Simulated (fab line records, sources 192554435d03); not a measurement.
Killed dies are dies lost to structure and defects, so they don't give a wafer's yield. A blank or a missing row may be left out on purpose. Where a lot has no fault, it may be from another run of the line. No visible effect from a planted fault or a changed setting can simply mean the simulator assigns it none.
fab line records	flow n5-finfet
record lots=6	wafers=18	last-day=19
route steps=1938 shown BEOL_M12@1636 PASSIVATION@1936
lots that met no fault: from a run of the same line without faults
start-h: hours from the record's first day to the start of the lot's first wafer shown	wait-h: time in hours since the lot's previous step	" unchanged from the row above	L1.1+2: a single row standing in for several wafers	- no value, or no start was given	* or withheld: withheld	< > ~ a bound
route shown NAME@n: a module of which the file shows steps, and the number in the route of the first	usual: average and standard deviation across the fault-free wafers	same: alike in all rows	chamber/n: place in a boat	sites: each site's reading	_std_site: the values' standard deviation	_edge_site: the outer-site mean with the inner-site mean subtracted	radius-mm: how far each site lies from the wafer's centre	mask NAME#n: copy n	behind: the last tool/chamber to shape the wafer	hold: reason for holding the lot/hours on hold/outcome of the hold	device: transistor that didn't switch, given as n, p or np	end of line: the route-end tests of the same wafers	for a step that has no rows: nothing shown but its recipe	killed: not the wafer's yield, but the dies lost to structure and defects at the first sort	map: shows each die of a wafer: x if killed, . if not, _ if none is there
set.NAME: the setting that was run; set.NAME@STEP: the one run at that earlier step	model.NAME: the simulator's own value behind a step, which no gauge read
lots seen at some steps along the route; tables by step, rows by wafer
services: the hour from which a tool's chamber was out of use, counted from the record's first day as start-h (under 0 if before that day), plus the number of hours and why
## steps
# step N5_BEOL_M12_ETCH_67
# recipe chemistry=CF4	target=SiARC	target-depth-a=1430	time-s=238.3	ion-energy-ev=80	pressure-mtorr=40	source-w=545	bias-w=36	Ar_flow_sccm=100	cf4-flow-sccm=100	ends=cleared
# step N5_BEOL_M12_ETCH_68
# recipe chemistry=N2/H2	target=SOC	mask-material=SiARC	source-w=3000	bias-w=350	temp-c=40	time-s=285	ion-energy-ev=200	pressure-mtorr=30	n2-flow-sccm=200	h2-flow-sccm=200
# usual drypump-motor-current-A=5.6/0.35	oes-product-au=0.83/0.074	rf-vpp-V=525.2/1.9	showerhead-plenum-p-Torr=2.58/0.064	throttle-valve-pct=17.46/0.25
# same time-s=285
lot.wafer	tool	chamber	start-h	wait-h	drypump-motor-current-A	oes-product-au	rf-hours-counter-h	rf-vpp-V	showerhead-plenum-p-Torr	throttle-valve-pct
L427.1	rie-diel-06	0	258.02	0.1	5.2	0.90	31	526.0	2.57	16.96
L427.3	"	1	"	"	5.6	0.77	108	523.9	2.55	17.79
L427.6	"	3	"	"	4.9	0.67	-	520.0	2.40	17.67
L429.2	rie-diel-01	2	286.35	0.1	5.9	0.78	101	528.0	2.68	17.55
L429.3	"	3	"	"	5.2	0.84	66	524.9	2.57	17.47
L429.4	"	1	"	"	5.3	0.71	243	526.2	2.60	17.90
L433.1	rie-diel-06	1	310.30	0.1	5.6	0.77	126	524.9	2.54	17.82
L433.5	"	0	"	"	5.2	0.87	-	524.6	2.56	16.98
L433.6	"	1	"	"	5.6	0.76	-	524.8	2.54	17.84
L444.1	rie-diel-01	2	378.09	0.1	5.9	0.75	135	527.5	2.66	17.60
L444.2	"	3	"	"	5.2	0.80	100	524.2	2.55	17.53
L444.6	"	2	"	"	5.9	0.75	-	527.3	2.66	17.59
L445.3	rie-diel-04	3	393.94	0.1	5.5	0.80	85	524.0	2.55	17.29
L445.4	"	1	"	"	6.2	0.96	6	526.0	2.60	17.80
L445.5	"	1	"	"	6.2	0.97	-	526.0	2.60	17.77
L448.3	rie-diel-04	3	400.56	0.1	5.5	0.79	87	524.2	2.55	17.29
L448.5	"	0	"	"	6.1	0.83	-	523.8	2.56	17.42
L448.6	"	1	"	"	6.2	0.95	-	525.8	2.60	17.79
# step N5_BEOL_M12_STRIP_69
# recipe chemistry=N2/H2	temp-c=40	n2-flow-sccm=200	h2-flow-sccm=200	rf-frequency-hz=6e+07
# step N5_BEOL_M12_TRENCH_ETCH_34
# recipe chemistry=C4F8/O2/Ar	target=SiOC	target-depth-a=3189.5	mask-material=SOC	pressure-mtorr=30	source-w=3000	bias-w=700	Ar_flow_sccm=400	C4F8_flow_sccm=15	O2_flow_sccm=8	he-inner-torr=15	he-outer-torr=30	time-s=125.5	ion-energy-ev=250
# usual drypump-motor-current-A=5.6/0.35	he-inner-torr=15.001/0.025	oes-product-au=0.83/0.073	rf-vpp-V=667.0/2.3	showerhead-plenum-p-Torr=3.47/0.077	throttle-valve-pct=23.93/0.28
# same time-s=125.5
lot.wafer	tool	chamber	start-h	wait-h	drypump-motor-current-A	he-inner-torr	oes-product-au	rf-hours-counter-h	rf-vpp-V	showerhead-plenum-p-Torr	throttle-valve-pct
L427.1	rie-diel-06	0	258.21	0.0	5.2	15.000	0.90	31	668.5	3.45	23.43
L427.3	"	1	"	"	5.6	14.969	0.78	108	665.8	3.43	24.32
L427.6	"	3	"	"	5.0	14.996	0.67	-	660.6	3.25	24.15
L429.2	rie-diel-01	2	286.53	0.0	5.9	14.973	0.78	101	669.4	3.54	23.78
L429.3	"	3	"	"	5.2	14.978	0.85	66	667.6	3.47	24.00
L429.4	"	1	"	"	5.3	15.014	0.70	243	669.9	3.51	24.39
L433.1	rie-diel-06	1	310.48	0.0	5.6	14.992	0.76	126	664.8	3.42	24.36
L433.5	"	0	"	"	5.2	14.976	0.86	-	666.9	3.44	23.45
L433.6	"	1	"	"	5.6	15.038	0.75	-	666.2	3.42	24.34
L444.1	rie-diel-01	2	378.27	0.0	5.9	15.025	0.75	135	669.8	3.52	23.84
L444.2	"	3	"	"	5.2	14.986	0.80	100	665.5	3.45	24.06
L444.6	"	2	"	"	5.9	15.049	0.75	-	669.1	3.52	23.82
L445.3	rie-diel-04	3	394.12	0.0	5.5	15.018	0.80	85	664.9	3.46	23.86
L445.4	"	1	"	"	6.3	15.023	0.96	6	667.6	3.52	24.49
L445.5	"	1	"	"	6.2	14.996	0.95	-	667.5	3.52	24.49
L448.3	rie-diel-04	3	400.75	0.0	5.5	14.974	0.80	87	665.9	3.46	23.86
L448.5	"	0	"	"	6.1	15.012	0.82	-	666.6	3.44	23.74
L448.6	"	1	"	"	6.2	14.970	0.95	-	667.7	3.52	24.48
# step N5_BEOL_M12_STRIP_70
# recipe chemistry=C4F8/O2/Ar	resist=SiARC	rf-frequency-hz=6e+07
# step N5_BEOL_M12_OCD_MEAS_35
# usual trench-depth-nm=319/4.9
lot.wafer	tool	chamber	start-h	wait-h	trench-depth-nm
L427.1	ocd-01	-	258.36	0.0	326
L427.3	"	-	"	"	312
L427.6	"	-	"	"	307
L429.2	ocd-02	-	286.69	0.0	312
L429.3	"	-	"	"	325
L429.4	"	-	"	"	318
L433.1	ocd-01	-	310.64	0.0	311
L433.5	"	-	"	"	319
L433.6	"	-	"	"	311
L444.1	ocd-01	-	378.43	0.0	315
L444.2	"	-	"	"	321
L444.6	"	-	"	"	317
L445.3	ocd-01	-	394.28	0.0	322
L445.4	"	-	"	"	318
L445.5	"	-	"	"	319
L448.3	ocd-02	-	400.90	0.0	318
L448.5	"	-	"	"	316
L448.6	"	-	"	"	318
# step N5_BEOL_M12_STRIP_37
# recipe chemistry=N2/H2	power-w=1000	temp-c=250	h2-frac=0.65	overash-fraction=0.3	pressure-mtorr=withheld	n2-flow-sccm=1750	h2-flow-sccm=3250
# step N5_BEOL_M12_ETCH_38
# recipe chemistry=CF4/N2	target=SiCN	target-depth-a=687	taper-deg=2	time-s=73.4	ion-energy-ev=150	mask-material=SiO2	pressure-mtorr=40	source-w=430	bias-w=70	Ar_flow_sccm=100	cf4-flow-sccm=60	n2-flow-sccm=60
# usual drypump-motor-current-A=5.6/0.36	oes-product-au=0.82/0.071	rf-vpp-V=383.6/1.4	showerhead-plenum-p-Torr=2.25/0.053	throttle-valve-pct=15.20/0.25
# same time-s=73.4
lot.wafer	tool	chamber	start-h	wait-h	drypump-motor-current-A	oes-product-au	rf-hours-counter-h	rf-vpp-V	showerhead-plenum-p-Torr	throttle-valve-pct
L427.1	rie-diel-01	2	261.42	-	5.9	0.78	93	384.8	2.30	15.15
L427.3	"	3	"	"	5.2	0.87	57	383.9	2.24	15.19
L427.6	"	1	"	"	5.3	0.71	-	383.3	2.27	15.70
L429.2	rie-diel-01	3	288.17	-	5.2	0.85	66	383.0	2.24	15.20
L429.3	"	1	"	"	5.3	0.69	243	385.2	2.27	15.70
L429.4	"	2	"	"	5.9	0.77	101	384.0	2.30	15.18
L433.1	rie-diel-01	3	312.54	-	5.2	0.84	74	382.7	2.24	15.23
L433.5	"	3	"	"	5.2	0.84	-	383.8	2.24	15.23
L433.6	"	2	"	"	5.9	0.76	-	384.6	2.30	15.20
L444.1	rie-diel-06	0	381.92	-	5.2	0.82	75	383.5	2.22	14.89
L444.2	"	2	"	"	5.6	0.85	62	383.5	2.23	15.04
L444.6	"	3	"	"	4.9	0.88	-	386.5	2.35	15.14
L445.3	rie-diel-01	3	394.46	-	5.2	0.80	106	383.8	2.23	15.27
L445.4	"	1	"	"	5.3	0.93	20	383.1	2.26	15.26
L445.5	"	0	"	"	5.9	0.78	-	384.7	2.32	15.06
L448.3	rie-diel-06	0	410.49	-	5.2	0.81	86	383.2	2.22	14.93
L448.5	"	1	"	"	5.6	0.74	-	381.9	2.19	15.61
L448.6	"	2	"	"	5.6	0.83	-	384.6	2.23	15.05
# step N5_BEOL_M12_PRECLEAN_39
# recipe chemistry=residue-remover	time-s=60	temp-c=40
# step N5_BEOL_M12_SRD_40
# recipe time-s=30	temp-c=23	rinse-liquid=diw	dry=n2-spin	spin-rpm=1500	dry-time-s=30
# step N5_BEOL_M12_DEGAS_41
# recipe ambient=vacuum	temp-c=250	time-s=60
# step N5_BEOL_M12_PRE_CLEAN_42
# recipe gas=H2/He	time-s=30	temp-c=250
# usual heater-power-w=336/32
# same time-s=30
lot.wafer	tool	chamber	start-h	wait-h	heater-power-w
L427.1	pvd-sputter-02	-	261.71	0.0	333
L427.3	"	-	"	"	342
L427.6	"	-	"	"	391
L429.2	pvd-sputter-03	-	288.72	0.0	395
L429.3	"	-	"	"	324
L429.4	"	-	"	"	325
L433.1	pvd-sputter-03	-	313.04	0.0	391
L433.5	"	-	"	"	390
L433.6	"	-	"	"	316
L444.1	pvd-sputter-03	-	382.24	0.0	294
L444.2	"	-	"	"	323
L444.6	"	-	"	"	297
L445.3	pvd-sputter-03	-	395.02	0.0	322
L445.4	"	-	"	"	394
L445.5	"	-	"	"	297
L448.3	pvd-sputter-03	-	410.96	0.0	291
L448.5	"	-	"	"	394
L448.6	"	-	"	"	295
# step N5_BEOL_M12_SPUTTER_43
# recipe material=TaN	target-thk-a=150	temp-c=50	bias-v=168.6	power-w=15000	chamber-pressure-pa=0.12	time-s=24.19
# usual cathode-dc-power-W=15000/2.9	throttle-valve-pct=29.8/0.75
# same time-s=24.19
lot.wafer	tool	chamber	start-h	wait-h	cathode-dc-power-W	throttle-valve-pct	model.TaN_of_BEOL_M12_SPUTTER_43.thk-nm
L427.1	pvd-sputter-02	-	261.75	0.0	15000	30.0	15
L427.3	"	-	"	"	15000	29.0	15
L427.6	"	-	"	"	14996	29.6	15.2
L429.2	pvd-sputter-03	-	288.76	0.0	17934	29.7	17.8
L429.3	"	-	"	"	17932	29.3	17.8
L429.4	"	-	"	"	17930	29.4	18
L433.1	pvd-sputter-03	-	313.08	0.0	17928	29.7	17.8
L433.5	"	-	"	"	17930	29.8	17.8
L433.6	"	-	"	"	17930	29.2	18
L444.1	pvd-sputter-03	-	382.28	0.0	15003	30.5	14.8
L444.2	"	-	"	"	15001	29.2	15
L444.6	"	-	"	"	15000	30.6	15
L445.3	pvd-sputter-03	-	395.06	0.0	14997	29.4	14.8
L445.4	"	-	"	"	14992	29.6	14.8
L445.5	"	-	"	"	15003	30.5	14.6
L448.3	pvd-sputter-03	-	411.00	0.0	15001	31.0	14.6
L448.5	"	-	"	"	14999	29.5	14.8
L448.6	"	-	"	"	14997	30.8	14.6
# step N5_BEOL_M12_SPUTTER_44
# recipe material=Ta	target-thk-a=100	temp-c=50	bias-v=80	power-w=15000	chamber-pressure-pa=0.07	time-s=16.13
# step N5_BEOL_M12_SPUTTER_45
# recipe material=Cu	target-thk-a=800	temp-c=-20	bias-v=60	power-w=26000	chamber-pressure-pa=0.13	time-s=13.33
# step N5_BEOL_M12_ECD_47
# recipe material=Cu	target-thk-a=7200
# step N5_BEOL_M12_ANNEAL_48
# recipe temp-c=225	time-s=90	ambient=N2
# usual wafer_temp_C_max=226.4/0.41
# same time-s=90
lot.wafer	tool	chamber	start-h	wait-h	wafer_temp_C_max
L427.1	rtp-anneal-01	0	262.98	0.9	225.7
L427.3	"	0	"	"	225.7
L427.6	"	0	"	"	226.0
L429.2	rtp-anneal-02	0	289.23	0.1	226.7
L429.3	"	0	"	"	227.2
L429.4	"	0	"	"	226.3
L433.1	rtp-anneal-02	0	313.50	0.1	227.0
L433.5	"	0	"	"	226.8
L433.6	"	0	"	"	226.7
L444.1	rtp-anneal-02	0	382.70	0.1	226.7
L444.2	"	0	"	"	226.4
L444.6	"	0	"	"	226.3
L445.3	rtp-anneal-02	0	395.61	0.2	227.2
L445.4	"	0	"	"	226.9
L445.5	"	0	"	"	226.6
L448.3	rtp-anneal-01	0	411.61	0.2	225.9
L448.5	"	0	"	"	226.2
L448.6	"	0	"	"	225.7
# step N5_BEOL_M12_CMP_49
# recipe stop-on=SiOC	t-overpolish-s=20.6	down-force-psi=1	platen-rpm=50	clearing-platen-down-force-psi=1.5	clearing-platen-rpm=50	post-cmp-clean=cu-alkaline	target-thk-nm=320	clearing-platen-pad-velocity-m-s=0.99484	pad-velocity-m-s=0.99484
# usual barrier-field-endpoint-s=30.2/0.74	motor-current-A=6.0/0.39
lot.wafer	tool	chamber	start-h	wait-h	barrier-field-endpoint-s	motor-current-A
L427.3	cmp-01	3	263.29	0.2	30.1	6.1
L427.1	"	2	"	"	30.5	5.7
L427.6	"	0	"	"	30.2	5.8
L429.3	cmp-01	2	289.48	0.2	32.9	5.7
L429.2	"	0	"	"	33.8	5.7
L429.4	"	1	"	"	34.7	5.6
L433.1	cmp-04	0	313.85	0.3	34.9	5.1
L433.6	"	3	"	"	34.6	5.9
L433.5	"	0	"	"	34.7	5.3
L444.1	cmp-04	1	383.00	0.3	30.8	5.2
L444.2	"	0	"	"	31.2	5.3
L444.6	"	2	"	"	31.3	5.8
L445.4	cmp-03	0	395.85	0.2	29.8	6.2
L445.3	"	1	"	"	30.1	6.0
L445.5	"	0	"	"	29.6	6.5
L448.3	cmp-04	3	411.85	0.2	29.4	5.8
L448.5	"	2	"	"	30.1	5.7
L448.6	"	3	"	"	29.7	5.8
# step N5_BEOL_M12_THK_MEAS_50
# recipe thk-meas-gauge=xrf	reads=Cu_of_BEOL_M12_ECD_47
# usual M12_THK=314/6.1
lot.wafer	tool	chamber	start-h	wait-h	M12_THK[nm]
L427.1	film-metro-01	-	263.58	-	317
L427.3	"	-	"	"	303
L427.6	"	-	"	"	301
L429.2	film-metro-01	-	289.78	-	301
L429.3	"	-	"	"	313
L429.4	"	-	"	"	306
L433.1	film-metro-02	-	314.11	-	305
L433.5	"	-	"	"	311
L433.6	"	-	"	"	302
L444.1	film-metro-01	-	383.29	-	309
L444.2	"	-	"	"	312
L444.6	"	-	"	"	308
L445.3	film-metro-02	-	396.11	-	322
L445.4	"	-	"	"	320
L445.5	"	-	"	"	321
L448.3	film-metro-01	-	412.11	-	305
L448.5	"	-	"	"	303
L448.6	"	-	"	"	307
# step N5_PASSIVATION_PROBE_49
# usual defect-limited-yield=91.3/1.4	killed_at_M0_to_M3=34/10	killed_at_M4_up=14/5.5	killed-at-contacts=12/6	killed-at-front-end=40/10	killed-at-other=3.0/2.4	killed-dies=103/17	killed-open=68/13	killed-short=34/7.8	sort_bin_4_leakage=0.00/0.014	sort_bin_5_function=5.1/0.97	sort_bin_6_memory=3.3/0.66	sort_bin_8_speed=0.02/0.12	sort-n-pass=1077/17	sort-yield-pct=91.2/1.4
# same gross-dies=1180	killed-at-back-side=0
lot.wafer	tool	chamber	start-h	wait-h	defect-limited-yield[%]	killed_at_M0_to_M3	killed_at_M4_up	killed-at-contacts	killed-at-front-end	killed-at-other	killed-dies	killed-open	killed-short	sort_bin_4_leakage[%]	sort_bin_5_function[%]	sort_bin_6_memory[%]	sort_bin_8_speed[%]	sort-n-pass	sort-yield-pct[%]
L427.1	prober-02	-	294.82	0.0	91.2	22	15	9	57	1	104	71	33	0	5.4	3.1	0	1076	91.2
L427.3	prober-02	-	294.92	0.1	89.1	34	20	16	56	3	129	86	42	0	7.6	3.0	0	1051	89.1
L427.6	prober-02	-	295.07	0.3	91.7	43	3	6	43	3	98	65	33	0	5.3	2.6	0	1082	91.7
L429.2	prober-02	-	323.41	0.5	88.3	49	10	9	65	5	138	75	61	0	6.4	4.6	0	1042	88.3
L429.3	prober-02	-	323.46	0.5	90.8	45	18	7	36	2	108	65	40	0	5.1	3.8	0	1072	90.8
L429.4	prober-02	-	323.51	0.6	89.2	51	14	3	57	2	127	86	40	0	5.7	4.5	0	1053	89.2
L433.1	prober-01	-	346.29	0.0	90.1	62	20	9	24	2	117	85	32	0	6.2	3.6	0	1063	90.1
L433.5	prober-01	-	346.49	0.2	91.2	37	20	12	35	0	104	61	42	0	4.9	3.5	0.08	1075	91.1
L433.6	prober-01	-	346.54	0.3	92.6	36	14	6	31	0	87	57	29	0	3.8	3.1	0	1093	92.6
L444.1	prober-01	-	422.07	0.0	90.5	36	12	11	53	0	112	81	31	0	5.2	4.2	0	1068	90.5
L444.2	prober-01	-	422.12	0.1	88.3	58	11	21	47	1	138	85	50	0	6.2	5.2	0	1042	88.3
L444.6	prober-01	-	422.32	0.3	89.4	34	6	17	67	1	125	91	29	0	5.7	4.2	0	1055	89.4
L445.3	prober-01	-	428.16	0.1	89.9	29	21	22	45	2	119	69	42	0.17	6.4	3.1	0	1059	89.7
L445.4	prober-01	-	428.21	0.2	91.5	39	14	11	28	8	100	64	32	0	4.9	3.3	0	1080	91.5
L445.5	prober-01	-	428.26	0.2	91.4	34	12	10	44	1	101	65	28	0	4.5	3.6	0	1079	91.4
L448.3	prober-01	-	454.39	0.1	92.5	29	20	9	29	2	89	52	36	0	4.7	2.8	0.51	1085	91.9
L448.5	prober-01	-	454.49	0.2	92.9	32	13	4	34	1	84	44	40	0	4.3	2.5	1.36	1080	91.5
L448.6	prober-01	-	454.54	0.3	91.2	24	28	6	40	6	104	71	32	0	5.2	3.5	0.17	1074	91.0
# killed by level:class
L427.1 FIN_SAQP:geometric-particle:open=21 FIN_SAQP:geometric-particle:short=13 BEOL_M0_SAQP:geometric-particle:open=8 BEOL_M4:geometric-particle:open=8 MOL_CONTACT_COAG:geometric-particle:open=7 BEOL_M0_SAQP:geometric-particle:short=7 STI_FIN_REVEAL:geometric-particle:open=6 DUMMY_GATE:geometric-particle:open=4
L427.3 FIN_SAQP:geometric-particle:open=24 MOL_CONTACT_COAG:geometric-particle:open=15 FIN_SAQP:geometric-particle:short=9 BEOL_M0_SAQP:geometric-particle:short=9 BEOL_M3:geometric-particle:open=8 BEOL_M1:geometric-particle:open=6 BEOL_M4:geometric-particle:open=6 STARTING-WAFER:geometric-particle:short=5
L427.6 FIN_SAQP:geometric-particle:open=16 BEOL_M3:geometric-particle:open=12 FIN_SAQP:geometric-particle:short=11 BEOL_M0_SAQP:geometric-particle:short=10 BEOL_M0_SAQP:geometric-particle:open=9 STI_FIN_REVEAL:geometric-particle:open=6 MOL_CONTACT_COAG:geometric-particle:open=5 STARTING-WAFER:geometric-particle:open=4
L429.2 GATE_CUT:geometric-particle:short=21 FIN_SAQP:geometric-particle:open=17 BEOL_M1:geometric-particle:open=9 BEOL_M2:geometric-particle:open=9 FIN_SAQP:geometric-particle:short=8 MOL_CONTACT_COAG:geometric-particle:open=8 BEOL_M0:geometric-particle:short=7 BEOL_M3:geometric-particle:open=7
L429.3 GATE_CUT:geometric-particle:open=9 BEOL_M0_SAQP:geometric-particle:open=8 BEOL_M1:geometric-particle:open=8 BEOL_M4:geometric-particle:open=7 FIN_SAQP:geometric-particle:open=6 GATE_CUT:geometric-particle:short=6 BEOL_M2:geometric-particle:open=6 BEOL_M0_SAQP:geometric-particle:short=6
L429.4 STI_FIN_REVEAL:geometric-particle:open=20 FIN_SAQP:geometric-particle:short=12 BEOL_M1:geometric-particle:open=11 BEOL_M0_SAQP:geometric-particle:short=10 BEOL_M3:geometric-particle:open=9 BEOL_M0_SAQP:geometric-particle:open=8 GATE_CUT:geometric-particle:short=6 BEOL_M2:geometric-particle:open=6
L433.1 BEOL_M3:geometric-particle:open=17 BEOL_M4:geometric-particle:open=11 BEOL_M0_SAQP:geometric-particle:short=11 BEOL_M0_SAQP:geometric-particle:open=11 MOL_CONTACT_COAG:geometric-particle:open=9 BEOL_M1:geometric-particle:open=8 BEOL_M2:geometric-particle:open=7 STARTING-WAFER:geometric-particle:short=6
L433.5 BEOL_M4:geometric-particle:short=10 STI_FIN_REVEAL:geometric-particle:open=9 BEOL_M3:geometric-particle:open=9 BEOL_M0_SAQP:geometric-particle:short=9 MOL_CONTACT_COAG:geometric-particle:open=8 BEOL_M1:geometric-particle:open=8 BEOL_M4:geometric-particle:open=8 FIN_SAQP:geometric-particle:short=5
L433.6 BEOL_M1:geometric-particle:open=10 BEOL_M4:geometric-particle:open=8 FIN_SAQP:geometric-particle:short=6 FIN_SAQP:geometric-particle:open=6 STI_FIN_REVEAL:geometric-particle:open=6 BEOL_M0_SAQP:geometric-particle:short=6 STARTING-WAFER:geometric-particle:short=6 MOL_CONTACT_COAG:geometric-particle:open=5
L444.1 STI_FIN_REVEAL:geometric-particle:open=11 BEOL_M3:geometric-particle:open=11 FIN_SAQP:geometric-particle:open=10 MOL_CONTACT_COAG:geometric-particle:open=10 BEOL_M0_SAQP:geometric-particle:short=7 DUMMY_GATE:geometric-particle:open=6 STARTING-WAFER:geometric-particle:open=6 BEOL_M0_SAQP:geometric-particle:open=6
L444.2 BEOL_M0_SAQP:geometric-particle:short=18 MOL_CONTACT_COAG:geometric-particle:open=17 FIN_SAQP:geometric-particle:open=14 BEOL_M3:geometric-particle:open=14 BEOL_M0_SAQP:geometric-particle:open=12 BEOL_M4:geometric-particle:open=7 DUMMY_GATE:geometric-particle:open=7 FIN_SAQP:geometric-particle:short=4
L444.6 FIN_SAQP:geometric-particle:open=18 DUMMY_GATE:geometric-particle:open=13 MOL_CONTACT_COAG:geometric-particle:open=13 BEOL_M3:geometric-particle:open=10 BEOL_M1:geometric-particle:open=9 STI_FIN_REVEAL:geometric-particle:open=8 BEOL_M0_SAQP:geometric-particle:short=5 FIN_SAQP:geometric-particle:short=4
L445.3 GATE_CUT:geometric-particle:short=12 MOL_CONTACT_COAG:geometric-particle:open=12 MOL_CONTACT_COAG:geometric-particle:short=10 BEOL_M4:geometric-particle:open=8 BEOL_M3:geometric-particle:open=8 BEOL_M2:geometric-particle:open=7 FIN_SAQP:geometric-particle:open=6 STI_FIN_REVEAL:geometric-particle:open=6
L445.4 BEOL_M0_SAQP:geometric-particle:open=11 FIN_SAQP:geometric-particle:open=9 BEOL_M0_SAQP:geometric-particle:short=9 MOL_CONTACT_COAG:geometric-particle:open=7 BEOL_M2:geometric-particle:open=5 BEOL_M3:geometric-particle:open=5 BEOL_M4:geometric-particle:open=5 FIN_SAQP:geometric-particle:short=4
L445.5 BEOL_M1:geometric-particle:open=14 STI_FIN_REVEAL:geometric-particle:open=12 MOL_CONTACT_COAG:geometric-particle:open=7 FIN_SAQP:geometric-particle:open=6 BEOL_M4:geometric-particle:open=6 FIN_SAQP:geometric-particle:short=4 DUMMY_GATE:geometric-particle:open=4 BEOL_M0_SAQP:geometric-particle:short=4
L448.3 BEOL_M0_SAQP:geometric-particle:short=9 MOL_CONTACT_COAG:geometric-particle:open=8 BEOL_M4:geometric-particle:open=8 FIN_SAQP:geometric-particle:short=7 BEOL_M2:geometric-particle:open=7 BEOL_M0_SAQP:geometric-particle:open=6 BEOL_M3:geometric-particle:open=4 BEOL_M4:geometric-particle:short=4
L448.5 BEOL_M0_SAQP:geometric-particle:open=7 BEOL_M0_SAQP:geometric-particle:short=7 FIN_SAQP:geometric-particle:open=5 STARTING-WAFER:geometric-particle:short=5 FIN_SAQP:geometric-particle:short=4 BEOL_M1:geometric-particle:open=4 DUMMY_GATE:geometric-particle:open=4 GATE_CUT:geometric-particle:short=4
L448.6 FIN_SAQP:geometric-particle:short=9 BEOL_M4:geometric-particle:open=9 ILD0:geometric-particle:open=7 STI_FIN_REVEAL:geometric-particle:open=6 BEOL_M0_SAQP:geometric-particle:open=6 BEOL_M2:geometric-particle:open=6 DUMMY_GATE:geometric-particle:open=5 MOL_CONTACT_COAG:geometric-particle:open=5
## services
tool	chamber	start-h	hours	kind
cmp-03	-	238.14	4.0	pm
rie-diel-01	-	252.18	2.8	pm
cmp-03	-	257.10	0.3	repair
cmp-01	-	268.68	3.5	pm
rie-diel-06	3	304.55	-	clean
rie-diel-06	3	304.55	-	consumable-replace:focus-ring
rie-diel-06	3	304.55	-	consumable-replace:showerhead
rie-diel-06	3	304.55	15.0	scheduled-down
rie-diel-01	1	310.65	-	clean
rie-diel-01	1	310.65	-	consumable-replace:focus-ring
rie-diel-01	1	310.65	29.0	scheduled-down
rie-diel-01	1	310.65	29.0	vent-cycle
rtp-anneal-01	-	324.70	5.2	pm
rie-diel-04	1	338.83	3.5	repair
cmp-01	-	340.27	5.2	pm
cmp-03	-	340.37	1.7	repair
cmp-04	-	350.63	4.0	pm
pvd-sputter-02	-	351.20	11.7	repair
rie-diel-06	1	354.22	10.2	repair
rie-diel-01	0	354.91	5.7	repair
cmp-01	-	358.56	0.3	repair
cmp-04	-	364.37	3.9	pm
pvd-sputter-03	-	378.22	3.7	repair
cmp-01	-	394.50	0.4	repair
## key
first-sign step=N5_BEOL_M12_SPUTTER_43	reading=cathode-dc-power-W	direction=up	sigmas=99+	usual=*	struck=*
effect step=N5_BEOL_M12_CMP_49	reading=barrier-field-endpoint-s	direction=up	sigmas=5.6	usual=30.2	struck=34.3
model-effect step=N5_BEOL_M12_SPUTTER_43	value=TaN_of_BEOL_M12_SPUTTER_43.thk-nm	without=15	struck=17.87
met-at N5_BEOL_M12_SPUTTER_43
struck-wafers L429.2,L429.3,L429.4,L433.1,L433.5,L433.6
fault kind=process-parameter-drift	tool=pvd-sputter-03	chamber=-	onset-h=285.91	steps=N5_BEOL_M12_SPUTTER_43	channel=power-w	offset=*	shape=step	end-h=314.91	acts-in=*	stated=*
